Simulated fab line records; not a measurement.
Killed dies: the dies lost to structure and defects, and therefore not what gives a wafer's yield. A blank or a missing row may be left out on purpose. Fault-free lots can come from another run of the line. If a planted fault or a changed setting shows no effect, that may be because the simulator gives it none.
fab line records | flow n5Finfet | part 2 of 2: steps 18 to 26 of 26
record: lots: 5 wafers: 15 lastDay: 18
route steps=1938 shown BEOL_M15@1826 PASS1_DEP@1831 MIM_BOT@1832 MIM_TOP@1834 MIM_TOP_LITHO@1839 MIM_TOP_ETCH@1851
lots that met no fault: taken from a fault-free run of the same line
startH: hours from the record's first day to the start of the lot's first wafer shown | waitH: hours since the lot's step before | " repeats the value in the row above | L1.1+2: several wafers, shown together as one row | - either no value or no given start | * or withheld: withheld | < > ~ a bound
route shown NAME@n: names a module that has steps shown in the file, with the first one's number in the route | usual: the fault-free wafers' mean and standard deviation | same: alike in all rows | chamber/n: place in a boat | sites: the reading at each site | _std_site: the standard deviation of these | _edge_site: inner sites' mean taken away from outer sites' mean | radiusMm: how far each site lies from the wafer's centre | mask NAME#n: copy n | behind: the most recent tool/chamber to have shaped the wafer | hold: reason for holding the lot/hours on hold/outcome of the hold | device: transistor that didn't switch, given as n, p or np | end of line: the tests these same wafers got at the end of their route | where a step has no rows: the recipe by itself | killed: count of dies lost to structure and defects at first sort (not the wafer's yield) | map: shows each die of a wafer: x if killed, . if not, _ if none is there
set.NAME: the setting that was run; set.NAME@STEP: the one run at that earlier step | model.NAME: the simulator's own value behind a step, which no gauge read
certain route steps with their lots: each step a table, each wafer a row
services: a tool's chamber out of use, with start hour (startH, from the record's first day; less than 0 if before it), hours out, and reason
== steps ==
step: N5_MIM_TOP_LITHO_EXPOSE_05
recipe: maskId: MIM_TOP na: 0.55 sourceShape: conventional sigmaOuter: 0.8 polarization: unpolarized targetCdNm: 2000 doseMj: 20.5
usual: focusOffsetNm: 0.1/0.52
columns lot.wafer tool chamber startH waitH mask focusOffsetNm
L075.2 krfScanner-01 0 256.27 - MIM_TOP#0 0.7
L075.3 " 0 " " MIM_TOP#0 0.5
L075.5 " 0 " " MIM_TOP#0 -0.5
L080.1 krfScanner-01 0 292.85 - MIM_TOP#0 0.7
L080.3 " 0 " " MIM_TOP#0 -0.4
L080.6 " 0 " " MIM_TOP#0 0.2
L084.2 krfScanner-01 0 330.63 - MIM_TOP#0 0.5
L084.3 " 0 " " MIM_TOP#0 1.1
L084.5 " 0 " " MIM_TOP#0 0.2
L092.2 krfScanner-02 0 398.34 - MIM_TOP#0 -0.8
L092.5 " 0 " " MIM_TOP#0 -1.2
L092.6 " 0 " " MIM_TOP#0 0.1
L093.1 krfScanner-02 0 407.38 - MIM_TOP#0 0.4
L093.3 " 0 " " MIM_TOP#0 0.3
L093.5 " 0 " " MIM_TOP#0 -0.4
step: N5_MIM_TOP_LITHO_PEB_06
recipe: pebTempC: withheld pebTimeS: *
usual: exhaustPa: 45.2/0.88
same: pebTimeS: *
columns lot.wafer tool chamber startH waitH exhaustPa
L075.2 lithoTrack-05 0 256.32 0.0 44.2
L075.3 " 0 " " 44.6
L075.5 " 0 " " 43.6
L080.1 lithoTrack-01 0 292.91 0.1 44.4
L080.3 " 0 " " 45.5
L080.6 " 0 " " 43.7
L084.2 lithoTrack-05 0 330.68 0.0 47.1
L084.3 " 0 " " 45.1
L084.5 " 0 " " 45.6
L092.2 lithoTrack-01 0 398.39 0.0 47.0
L092.5 " 0 " " 44.9
L092.6 " 0 " " 45.7
L093.1 lithoTrack-05 0 407.44 0.1 44.9
L093.3 " 0 " " 44.1
L093.5 " 0 " " 44.3
step: N5_MIM_TOP_LITHO_DEVELOP_07
recipe: developTimeS: 60 rinseLiquid: diw dry: airSpin devTempC: 21
usual: exhaustPa: 44.8/0.91
columns lot.wafer tool chamber startH waitH exhaustPa
L075.2 lithoTrack-05 0 - - 42.5
L075.3 " 0 " " 43.8
L075.5 " 0 " " 43.4
L080.1 lithoTrack-01 0 - - 43.7
L080.3 " 0 " " 45.3
L080.6 " 0 " " 43.4
L084.2 lithoTrack-05 0 - - 45.9
L084.3 " 0 " " 45.5
L084.5 " 0 " " 45.2
L092.2 lithoTrack-01 0 - - 43.7
L092.5 " 0 " " 44.8
L092.6 " 0 " " 44.8
L093.1 lithoTrack-05 0 - - 45.1
L093.3 " 0 " " 44.6
L093.5 " 0 " " 44.9
step: N5_MIM_TOP_LITHO_HARDBAKE_09
recipe: tempC: 130 timeS: 120
usual: exhaustPa: 45.0/0.92 plateTempC: 130.03/0.14
columns lot.wafer tool chamber startH waitH exhaustPa plateTempC
L075.2 lithoTrack-05 0 - - 47.1 130.01
L075.3 " 0 " " 45.1 130.05
L075.5 " 0 " " 46.6 129.86
L080.1 lithoTrack-01 0 - - 46.5 130.07
L080.3 " 0 " " 46.6 130.04
L080.6 " 0 " " 46.0 130.19
L084.2 lithoTrack-05 0 - - 45.1 130.02
L084.3 " 0 " " 44.1 130.15
L084.5 " 0 " " 45.3 129.98
L092.2 lithoTrack-01 0 - - 44.0 129.94
L092.5 " 0 " " 45.0 130.08
L092.6 " 0 " " 42.8 130.02
L093.1 lithoTrack-05 0 - - 44.8 130.25
L093.3 " 0 " " 46.3 130.05
L093.5 " 0 " " 46.0 129.95
step: N5_MIM_TOP_LITHO_CD_MEAS_08
recipe: targetCdNm: 2000 landingEnergyEv: 500 detector: seInlens
usual: cdNm: 1997.4/2.6
columns lot.wafer tool chamber startH waitH cdNm
L075.2 cdSem-01 0 256.44 - 1996.2
L075.3 " 0 " " 1996.7
L075.5 " 0 " " 1997.6
L080.1 cdSem-03 0 293.03 - 1996.4
L080.3 " 0 " " 1997.3
L080.6 " 0 " " 1996.1
L084.2 cdSem-03 0 330.80 - 1996.6
L084.3 " 0 " " 1994.8
L084.5 " 0 " " 1997.6
L092.2 cdSem-01 0 398.51 - 1998.6
L092.5 " 0 " " 1998.5
L092.6 " 0 " " 1998.7
L093.1 cdSem-01 0 407.56 - 1997.2
L093.3 " 0 " " 1999.0
L093.5 " 0 " " 1997.6
step: N5_MIM_TOP_LITHO_OVL_MEAS_11
recipe: pointsPerWafer: 44
usual: MIM_TOP_OVL: 0/5.7
columns lot.wafer tool chamber startH waitH MIM_TOP_OVL[nm]
L075.2 overlay-01 0 256.47 0.0 2
L075.3 " 0 " " 10
L075.5 " 0 " " 10
L080.1 overlay-02 0 293.06 0.0 5
L080.3 " 0 " " 1
L080.6 " 0 " " -2
L084.2 overlay-01 0 330.83 0.0 -1
L084.3 " 0 " " -1
L084.5 " 0 " " -1
L092.2 overlay-01 0 398.54 0.0 0
L092.5 " 0 " " 3
L092.6 " 0 " " 4
L093.1 overlay-01 0 407.59 0.0 -4
L093.3 " 0 " " -6
L093.5 " 0 " " 0
step: N5_MIM_TOP_LITHO_INSPECT_12
recipe: mode: adi inspectInstrument: macro
usual: rawDefectCount: 2.2/1.4
columns lot.wafer tool chamber startH waitH rawDefectCount
L075.2 defectInspect-02 - 256.49 0.0 1
L075.3 " - " " 2
L075.5 " - " " 0
L080.1 defectInspect-02 - 293.08 0.0 3
L080.3 " - " " 0
L080.6 " - " " 2
L084.2 defectInspect-01 - 330.85 0.0 0
L084.3 " - " " 3
L084.5 " - " " 4
L092.2 defectInspect-01 - 398.56 0.0 1
L092.5 " - " " 1
L092.6 " - " " 1
L093.1 defectInspect-01 - 407.61 0.0 4
L093.3 " - " " 2
L093.5 " - " " 3
step: N5_MIM_TOP_LITHO_DESCUM_10
recipe: chemistry: O2 timeS: 7.9 sourcePowerW: 50 biasPowerW: 20 pressureMtorr: 20 rfFrequencyHz: 2.712e+07 tempC: 40 o2FlowSccm: 225
usual: drypumpMotorCurrentA: 5.5/0.47 oesProductAu: 0.78/0.06 rfVppV: 243.8/1.2 showerheadPlenumPTorr: 2.14/0.061 throttleValvePct: 20.46/0.26
columns lot.wafer tool chamber startH waitH drypumpMotorCurrentA oesProductAu rfHoursCounterH rfVppV showerheadPlenumPTorr throttleValvePct
L075.2 rieDiel-05 2 256.73 0.2 5.1 0.94 14 243.6 2.14 20.09
L075.3 " 3 " " 5.1 0.80 110 243.6 2.12 20.64
L075.5 " 2 " " 5.2 0.94 - 242.0 2.14 20.10
L080.1 rieDiel-02 1 293.12 0.0 5.0 0.77 137 244.8 2.21 20.60
L080.3 " 2 " " 6.3 0.81 91 244.8 2.18 20.26
L080.6 " 2 " " 6.4 0.81 - 244.6 2.18 20.26
L084.2 rieDiel-05 1 330.88 0.0 5.6 0.72 189 244.0 2.21 20.31
L084.3 " 0 " " 5.4 0.82 105 241.9 2.01 20.54
L084.5 " 3 " " 5.1 0.78 - 244.1 2.11 20.67
L092.2 rieDiel-01 0 398.60 0.0 6.0 0.86 59 243.8 2.19 20.19
L092.5 " 3 " " 5.7 0.70 - 242.3 2.08 20.85
L092.6 " 0 " " 6.0 0.86 - 244.4 2.19 20.18
L093.1 rieDiel-02 0 407.65 0.0 4.9 0.72 228 243.2 2.06 20.49
L093.3 " 1 " " 4.9 0.71 175 244.8 2.20 20.66
L093.5 " 1 " " 4.9 0.71 - 244.3 2.20 20.66
step: N5_MIM_TOP_ETCH_ETCH_00
recipe: chemistry: Cl2/BCl3 target: TiN targetDepthA: 385 ionEnergyEv: 150 pressureMtorr: 10 icpW: 1000 biasW: 126 Cl2_flow_sccm: 53.25 bcl3FlowSccm: 21.75 Ar_flow_sccm: 25
usual: drypumpMotorCurrentA: 5.7/0.35 oesProductAu: 0.78/0.065 throttleValvePct: 22.61/0.24
columns lot.wafer tool chamber startH waitH drypumpMotorCurrentA oesProductAu rfHoursCounterH throttleValvePct
L075.2 rieMetal-02 0 256.81 0.1 5.6 0.72 54 22.47
L075.3 " 1 " " 6.3 0.74 - 22.18
L075.5 " 0 " " 5.6 0.71 - 22.47
L080.1 rieMetal-01 0 293.20 0.1 5.2 0.86 19 22.88
L080.3 " 0 " " 5.2 0.86 - 22.89
L080.6 " 1 " " 5.5 0.92 - 22.81
L084.2 rieMetal-03 1 330.97 0.1 5.9 0.77 52 22.81
L084.3 " 0 " " 5.6 0.74 - 22.48
L084.5 " 1 " " 5.9 0.77 - 22.82
L092.2 rieMetal-03 1 398.68 0.1 5.9 0.76 57 22.81
L092.5 " 1 " " 5.9 0.75 - 22.82
L092.6 " 0 " " 5.6 0.73 - 22.49
L093.1 rieMetal-02 1 407.74 0.1 6.3 0.71 58 22.20
L093.3 " 1 " " 6.3 0.72 - 22.20
L093.5 " 1 " " 6.3 0.71 - 22.20
== services ==
columns tool chamber startH hours kind
aldHk-01 - 230.93 2.1 repair
krfScanner-02 - 231.76 3.6 pm
aldHk-03 - 235.90 0.6 repair
pecvd-02 - 239.60 1.0 repair
rieDiel-05 3 264.39 4.8 repair
krfScanner-02 - 269.88 1.3 pm
rieDiel-05 - 272.79 2.8 pm
aldHk-03 - 281.63 6.0 pm
krfScanner-01 - 295.11 0.8 pm
krfScanner-01 - 298.95 1.0 pm
rieDiel-05 0 301.41 5.1 repair
pvdSputter-02 - 305.99 6.3 repair
rieMetal-02 - 307.13 0.8 repair
krfScanner-01 - 311.60 0.4 repair
rieDiel-02 2 322.94 2.0 repair
pecvd-04 - 350.50 5.5 pm
pvdSputter-02 - 359.20 3.8 repair
pecvd-04 - 359.46 1.0 repair
aldHk-01 - 361.26 2.8 pm
pecvd-04 - 370.94 11.4 repair
krfScanner-01 - 375.55 3.0 pm
krfScanner-01 - 378.67 1.3 pm
aldHk-01 - 391.46 4.3 pm
krfScanner-01 - 403.90 0.8 repair
